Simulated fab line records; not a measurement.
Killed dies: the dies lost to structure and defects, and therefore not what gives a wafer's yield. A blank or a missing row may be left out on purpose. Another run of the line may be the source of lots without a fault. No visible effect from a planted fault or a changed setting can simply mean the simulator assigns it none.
Comparing a struck lot with a sound one + flow nand-harc + 22 out of 1302 route steps
Sound: these wafers, L575.3, L575.4, L575.6. Struck: wafers L581.5, L581.6 (left out: L581.3, a lot-mate that was not struck); the cause follows at the end.
For every step that has rows: the tool of each side, followed by ch and its chambers, followed by its first start. Under that, the readings that differ: sound wafers + struck wafers + difference of the means + sigmas: that difference in standard deviations of wafers without a fault.
alike: readings whose means differ by less than 2 such deviations, and words and numbers that are the same on both sides. not compared: withheld readings, readings that some wafer has no value for, bounds like >300 that may hide the same value, and numbers for which the record gives no deviation and whose values overlap.
A row with sigmas, a row that says differs or no value, or rows on one side alone: a step with any of these is where the two part. Numbers that have no deviation but don't overlap get no sigmas and don't part them. A reading missing from all wafers of one side parts the sides only when that side holds two or more wafers.

NHARC_A_CONTACT_CMP_20: polishes, t overpolish 30 s, target thk 300 nm.
  sound on cmp-04 ch 0,1,2, day 23 12:59; struck on cmp-03 ch 2,3, day 25 17:47
  alike: motor-current-A, overpolish-run-s, time-to-endpoint-s
next, for these wafers, 1 step has no rows: NHARC_A_CONTACT_SRD_22.
NHARC_A_CONTACT_INSPECT_23:
  sound: defect-inspect-01 at day 23 13:22; struck: defect-inspect-02 at day 25 18:08
  alike: raw-defect-count
then, 8 steps without rows for these wafers: NHARC_A_BLC_DEHYDRATE_00 (time 120 s); NHARC_A_BLC_HMDS_01 (time 30 s); NHARC_A_BLC_COAT_02 (time 75 s); NHARC_A_BLC_COAT_03 (time 65 s); NHARC_A_BLC_COAT_04 (resist thk 90 nm); NHARC_A_BLC_SOFTBAKE_05 (time 55 s); NHARC_A_BLC_EBR_06; NHARC_A_BLC_EXPOSE_07 (exposes mask A BLC, target cd 100 nm).
NHARC_A_BLC_PEB_08: peb time 65 s.
  sound on litho-track-04 ch 0, day 23 13:40; struck on litho-track-04 ch 0, day 25 18:26
  alike: chill-plate-temp-C
then, 1 step without rows for these wafers: NHARC_A_BLC_DEVELOP_09 (develop time 35 s).
NHARC_A_BLC_CD_MEAS_10 targets a cd of 100 nm.
  sound on cd-sem-03 ch 0, day 23 13:46; struck on cd-sem-01 ch 0, day 25 18:31
| reading    | sound          | struck      | difference | sigmas |
|------------|----------------|-------------|------------|--------|
| cd-nm (nm) | 99.9 99.6 99.9 | 108.1 108.3 | +8.4       | +19    |
NHARC_A_BLC_OVL_MEAS_11:
  sound: overlay-01 at day 23 13:50; struck: overlay-02 at day 25 18:36
  alike: overlay-x-nm, overlay-y-nm
NHARC_A_BLC_INSPECT_12:
  sound: defect-inspect-02 at day 23 13:53; struck: defect-inspect-01 at day 25 18:38
  alike: raw-defect-count
NHARC_A_BLC_DESCUM_15: chemistry O2, time 3 s.
  sound on rie-diel-13 ch 0,3, day 23 13:56; struck on rie-diel-09 ch 0,3, day 25 18:43
| reading                         | sound             | struck      | difference | sigmas |
|---------------------------------|-------------------|-------------|------------|--------|
| showerhead-plenum-p-Torr (Torr) | 1.79 1.81 1.79    | 1.96 1.97   | +0.17      | +2     |
| model.A_BLC.cd-nm (nm)          | 99.33 99.42 99.67 | 109.1 108.3 | +9.2       |        |
  alike: drypump-motor-current-A, oes-product-au, rf-vpp-V, throttle-valve-pct
  not compared: rf-hours-counter-h
NHARC_A_BLC_ETCH_16: etches the open film in CF4, target depth 39 nm, time 65 s.
  sound on rie-diel-13 ch 1,2,3, day 23 14:02; struck on rie-diel-09 ch 0,3, day 25 18:48
  alike: drypump-motor-current-A, oes-product-au, rf-vpp-V, showerhead-plenum-p-Torr, throttle-valve-pct
  not compared: rf-hours-counter-h
NHARC_A_BLC_ETCH_17: etches the open film in N2/H2, target depth 390 nm, time 609.38 s.
  sound: rie-diel-13 ch 1,3; struck: rie-diel-09 ch 0,3
  alike: drypump-motor-current-A, oes-product-au, rf-vpp-V, showerhead-plenum-p-Torr, throttle-valve-pct
  not compared: rf-hours-counter-h
NHARC_A_BLC_ETCH_18: etches the open film in C4F8/O2/Ar, target depth 910 nm.
  sound: rie-diel-13 ch 0,1,3; struck: rie-diel-09 ch 2,3
| reading                | sound             | struck      | difference | sigmas |
|------------------------|-------------------|-------------|------------|--------|
| model.A_BLC.cd-nm (nm) | 97.95 101.5 98.51 | 109.8 107.4 | +9.3       |        |
  alike: oes-product-au, rf-vpp-V
  not compared: rf-hours-counter-h
NHARC_A_BLC_CD_MEAS_19:
  sound: cd-sem-02 at day 23 14:55; struck: cd-sem-03 at day 25 19:40
| reading    | sound           | struck      | difference | sigmas |
|------------|-----------------|-------------|------------|--------|
| cd-nm (nm) | 97.9 101.9 98.4 | 109.7 107.8 | +9.3       | +6     |
-- break in the record here, with 6 days between the starts of the struck wafers on either side (left off in module A_BLC, picked up again in module END, where the first step shown is number 1302 on the route) --
NHARC_END_SORT_01:
  the record has rows for the struck wafers here (prober-02 ch 0, day 32 05:32) and none for the sound ones

WHERE THEY PART
Earliest at NHARC_A_BLC_CD_MEAS_10; latest, in this record, at NHARC_END_SORT_01.

WHY: what the simulator had put in
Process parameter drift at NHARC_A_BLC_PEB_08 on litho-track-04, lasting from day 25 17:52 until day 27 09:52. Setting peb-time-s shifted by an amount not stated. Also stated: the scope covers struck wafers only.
